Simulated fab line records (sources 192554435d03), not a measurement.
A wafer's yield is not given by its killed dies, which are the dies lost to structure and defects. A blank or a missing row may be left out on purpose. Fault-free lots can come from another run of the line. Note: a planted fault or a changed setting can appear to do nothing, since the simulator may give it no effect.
Split-lot trial || flow n5_finfet || on a route of 1938 steps: 7 lots, 21 wafers read

## ON THE SPLIT
At N5_MOL_CONTACT_COAG_ETCH_105 (etches SiARC in CF4, target depth 15.6 nm, time 26 s), the setting bias_w was moved away from the recipe's 36 W on 5 of the 21 wafers read, by -16.5% to -9.8%. For the rest of the wafers, this setting stayed at what the recipe calls for.

The reading comes from the split's own step.

## THE READING
rf_vpp_V, in V, at N5_MOL_CONTACT_COAG_ETCH_105 (etches SiARC in CF4, target depth 15.6 nm, time 26 s). A value of 184.3 V with a standard deviation of 1.1 V is what fault-free wafers of this fab line usually give.

{"wafer": "L074.3", "tool, chamber at the split": "rie_diel-06, 3", "bias_w as run, W": 31.11, "against the recipe": "-13.6%", "rf_vpp_V, V": 169.2, "against lot-mates on the recipe": -15.2}
{"wafer": "L074.4", "tool, chamber at the split": "rie_diel-06, 1", "bias_w as run, W": 36, "against the recipe": "recipe", "rf_vpp_V, V": 184.0, "against lot-mates on the recipe": "-"}
{"wafer": "L074.6", "tool, chamber at the split": "rie_diel-06, 0", "bias_w as run, W": 36, "against the recipe": "recipe", "rf_vpp_V, V": 184.7, "against lot-mates on the recipe": "-"}
{"wafer": "L076.3", "tool, chamber at the split": "rie_diel-01, 0", "bias_w as run, W": 30.06, "against the recipe": "-16.5%", "rf_vpp_V, V": 163.8, "against lot-mates on the recipe": "no lot-mate on the recipe"}
{"wafer": "L076.4", "tool, chamber at the split": "rie_diel-01, 1", "bias_w as run, W": 30.06, "against the recipe": "-16.5%", "rf_vpp_V, V": 163.5, "against lot-mates on the recipe": "no lot-mate on the recipe"}
{"wafer": "L076.6", "tool, chamber at the split": "rie_diel-01, 2", "bias_w as run, W": 30.06, "against the recipe": "-16.5%", "rf_vpp_V, V": 162.6, "against lot-mates on the recipe": "no lot-mate on the recipe"}
{"wafer": "L081.2", "tool, chamber at the split": "rie_diel-06, 2", "bias_w as run, W": 36, "against the recipe": "recipe", "rf_vpp_V, V": 184.4, "against lot-mates on the recipe": "-"}
{"wafer": "L081.3", "tool, chamber at the split": "rie_diel-06, 1", "bias_w as run, W": 36, "against the recipe": "recipe", "rf_vpp_V, V": 184.6, "against lot-mates on the recipe": "-"}
{"wafer": "L081.4", "tool, chamber at the split": "rie_diel-06, 0", "bias_w as run, W": 36, "against the recipe": "recipe", "rf_vpp_V, V": 184.3, "against lot-mates on the recipe": "-"}
{"wafer": "L084.3", "tool, chamber at the split": "rie_diel-04, 3", "bias_w as run, W": 36, "against the recipe": "recipe", "rf_vpp_V, V": 183.2, "against lot-mates on the recipe": "-"}
{"wafer": "L084.4", "tool, chamber at the split": "rie_diel-04, 0", "bias_w as run, W": 36, "against the recipe": "recipe", "rf_vpp_V, V": 183.0, "against lot-mates on the recipe": "-"}
{"wafer": "L084.5", "tool, chamber at the split": "rie_diel-04, 3", "bias_w as run, W": 36, "against the recipe": "recipe", "rf_vpp_V, V": 183.1, "against lot-mates on the recipe": "-"}
{"wafer": "L094.4", "tool, chamber at the split": "rie_diel-01, 0", "bias_w as run, W": 36, "against the recipe": "recipe", "rf_vpp_V, V": 185.9, "against lot-mates on the recipe": "-"}
{"wafer": "L094.5", "tool, chamber at the split": "rie_diel-01, 2", "bias_w as run, W": 36, "against the recipe": "recipe", "rf_vpp_V, V": 183.5, "against lot-mates on the recipe": "-"}
{"wafer": "L094.6", "tool, chamber at the split": "rie_diel-01, 1", "bias_w as run, W": 36, "against the recipe": "recipe", "rf_vpp_V, V": 182.7, "against lot-mates on the recipe": "-"}
{"wafer": "L095.1", "tool, chamber at the split": "rie_diel-01, 0", "bias_w as run, W": 36, "against the recipe": "recipe", "rf_vpp_V, V": 183.6, "against lot-mates on the recipe": "-"}
{"wafer": "L095.4", "tool, chamber at the split": "rie_diel-01, 1", "bias_w as run, W": 36, "against the recipe": "recipe", "rf_vpp_V, V": 184.9, "against lot-mates on the recipe": "-"}
{"wafer": "L095.5", "tool, chamber at the split": "rie_diel-01, 3", "bias_w as run, W": 36, "against the recipe": "recipe", "rf_vpp_V, V": 185.4, "against lot-mates on the recipe": "-"}
{"wafer": "L096.4", "tool, chamber at the split": "rie_diel-06, 0", "bias_w as run, W": 32.46, "against the recipe": "-9.8%", "rf_vpp_V, V": 173.7, "against lot-mates on the recipe": -11.2}
{"wafer": "L096.5", "tool, chamber at the split": "rie_diel-06, 0", "bias_w as run, W": 36, "against the recipe": "recipe", "rf_vpp_V, V": 186.3, "against lot-mates on the recipe": "-"}
{"wafer": "L096.6", "tool, chamber at the split": "rie_diel-06, 1", "bias_w as run, W": 36, "against the recipe": "recipe", "rf_vpp_V, V": 183.4, "against lot-mates on the recipe": "-"}

THE FIT
A straight line over all 21 wafers: rf_vpp_V changes by +1.22 V for each +1% of bias_w; r = +0.99; the points scatter about the line by 1.1 V.
The same after taking each lot's own level away (the mean of its wafers on the recipe; 18 wafers): +1.12 V for each +1%; r = +0.98; scatter 0.86 V.
On that fit, the largest move of bias_w shifts the reading by 19 V.
The lots' own levels span 183.10 to 184.85 V, that is 1.6 times the standard deviation above.
The two slopes are in agreement: the lot-to-lot level therefore moves the slope only a little.
Check: for one of the wafers moved furthest among these (-13.6%), held out of the fit, the line's prediction against its lot-mates is -15.4 V. It came out at -15.2 V against them.
Tool readings at the split's step, against how far the setting was moved: rf_vpp_V r = +0.99.

## OTHER SPLITS APPLIED TO THESE WAFERS
Other splits were also applied to these wafers ahead of the reading. Each is held against what the fit with the lots' levels taken away leaves over:
{"other split on the same wafers": "N5_SD_ACTIVATION_LSA_01 temp_c", "wafers away from the commonest value": 4, "r with rf_vpp_V (lot level and that fit taken away)": "+0.05"}
{"other split on the same wafers": "N5_ILD0_CMP_03 down_force_psi", "wafers away from the commonest value": 7, "r with rf_vpp_V (lot level and that fit taken away)": "+0.17"}
{"other split on the same wafers": "N5_HKMG_FIN_HK_ALD_01 ald_cycles", "wafers away from the commonest value": 6, "r with rf_vpp_V (lot level and that fit taken away)": "+0.16"}
{"other split on the same wafers": "N5_HKMG_FIN_COAT_43 spin_rpm", "wafers away from the commonest value": 8, "r with rf_vpp_V (lot level and that fit taken away)": -0.30}
{"other split on the same wafers": "N5_GATE_CUT_COAT_27 spin_rpm", "wafers away from the commonest value": 4, "r with rf_vpp_V (lot level and that fit taken away)": -0.14}

## THE FILE'S OWN FIT
rf_vpp_V changes by +1.12 V for each +1% of bias_w, r = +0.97.
